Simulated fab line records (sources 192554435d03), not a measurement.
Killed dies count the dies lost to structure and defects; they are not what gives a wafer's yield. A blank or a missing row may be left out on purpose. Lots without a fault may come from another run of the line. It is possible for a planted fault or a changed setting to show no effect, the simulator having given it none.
Comparing a struck lot with a sound one    flow n5Finfet    28 steps out of a route of 1938
Sound: wafers L859.1, L859.2, L859.3. Struck: wafer L857.6. (L857.3, L857.5 of the same lot were not struck and are left out.) The cause comes at the end.
Each step with rows lists, per side, the tool, then ch with its chambers, then its first start. Under that, the readings that differ: sound wafers    struck wafers    difference of the means    sigmas: that difference in standard deviations of wafers without a fault.
alike: a reading whose means differ by less than 2 such deviations, as well as words and numbers matching on both sides. not compared: withheld readings; readings where some wafer has no value; bounds like >300 that might hide an equal value; numbers whose values overlap and for which the record gives no deviation.
A row with sigmas, a row that says differs or no value, or rows on one side alone: a step with any of these is where the two part. Non-overlapping numbers with no deviation appear without sigmas and do not part them. A reading missing from all wafers of one side parts the sides only when that side holds two or more wafers.

first, 10 steps without rows for these wafers: N5_FIN_SAQP_ETCH_67 (etches SiNx in CH3F/O2, target depth 30 nm); N5_FIN_SAQP_STRIP_70 (strips in N2/H2); N5_FIN_SAQP_RECESS_71 (chemistry HF/NH3, target SiO2, target depth 3 nm, afs cycles 1, sublimation time 60 s); N5_FIN_SAQP_SPACER2_ALD_28 (deposits SiO2, target thk 8.1 nm, pulse time 1 s, purge time 2 s); N5_FIN_SAQP_SPACER2_ETCHBACK_29 (etches SiO2 in CHF3/O2, target depth 12.2 nm, time 6.1 s); N5_FIN_SAQP_MANDREL2_REMOVE_60 (chemistry HBr/Cl2/O2, target a-Si, stops on SiNx, bt time 10 s); N5_FIN_SAQP_HM_OPEN_33 (chemistry CH3F/O2, target SiNx, target depth 49.4 nm, time 70.6 s); N5_FIN_SAQP_ETCH_34 (etches SiO2 in C4F6/O2, target depth 45 nm, time 15 s); N5_FIN_SAQP_STRIP_77 (strips in N2/H2, time 90 s); N5_FIN_SAQP_ETCH_64 (etches SiO2 in CF4, target depth 1.5 nm).
N5_FIN_SAQP_FIN_ETCH_36: etches the open film in HBr/Cl2/O2, target depth 120 nm, time 50.4 s.
  sound on rieSi-02 ch 0,1,3, day 7 20:53; struck on rieSi-01 ch 2, day 7 11:13
  alike: drypumpMotorCurrentA, oesProductAu, throttleValvePct
  not compared: rfHoursCounterH
then, 3 steps without rows for these wafers: N5_FIN_SAQP_PRECLEAN_38 (cleans in O3/DIW, time 45 s); N5_FIN_SAQP_PRECLEAN_45 (cleans in dHF, time 10 s); N5_FIN_SAQP_SRD_39 (time 30 s).
N5_FIN_SAQP_INSPECT_40: inspects for defects (brightfield).
  struck on defectInspect-01, day 7 11:29; sound on defectInspect-01, day 7 21:08
reading         sound        struck  difference  sigmas
rawDefectCount  274 263 198  536     +291        +5
then, 9 steps without rows for these wafers: N5_FIN_CUT_COAT_18 (time 60 s, resist thk 230 nm); N5_FIN_CUT_COAT_19 (time 60 s, resist thk 20 nm); N5_FIN_CUT_COAT_29 (time 60 s, resist thk 10 nm); N5_FIN_CUT_COAT_02 (resist thk 30 nm); N5_FIN_CUT_EBR_04; N5_FIN_CUT_SOFTBAKE_03 (time 60 s); N5_FIN_CUT_EXPOSE_05 (exposes mask FIN CUT); N5_FIN_CUT_PEB_06 (peb time 60 s); N5_FIN_CUT_DEVELOP_07 (develop time 30 s).
N5_FIN_CUT_INSPECT_10: inspects for defects (brightfield).
  struck on defectInspect-01, day 7 23:11; sound on defectInspect-01, day 7 23:26
reading         sound     struck  difference  sigmas
rawDefectCount  44 50 38  327     +283        +26
then, 1 step without rows for these wafers: N5_FIN_CUT_DESCUM_13 (chemistry O2, time 7 s).
-- a jump in the record: the struck wafers' starts before and after are 8 days apart (it breaks off in module FIN_CUT and resumes in module BEOL_M4, where the first step shown is number 1111 of the route) --
N5_BEOL_M4_RC_MEAS_101:
  sound on prober-02 ch 0, day 16 07:24; struck on prober-02 ch 0, day 16 01:50
reading        sound           struck  difference  sigmas
DIBL_N (mV/V)  38.7 39.2 39.6  36.7    -2.5        -2
  alike: DIBL_P, IOFF_N, IOFF_P, ION_N, ION_P, SS_N, SS_P, VT_N, VT_P
-- here the record skips 4 days between the struck wafers' starts before and after, leaving off in module BEOL_M4 and picking up in module PASSIVATION (first step shown: number 1936 of the route) --
N5_PASSIVATION_PROBE_49:
  only the struck wafers here have rows in the record (prober-01, day 20 05:47); the sound ones have none

WHERE THEY PART
First at N5_FIN_SAQP_INSPECT_40; last, within this record, at N5_PASSIVATION_PROBE_49.

WHY: the cause the simulator had injected
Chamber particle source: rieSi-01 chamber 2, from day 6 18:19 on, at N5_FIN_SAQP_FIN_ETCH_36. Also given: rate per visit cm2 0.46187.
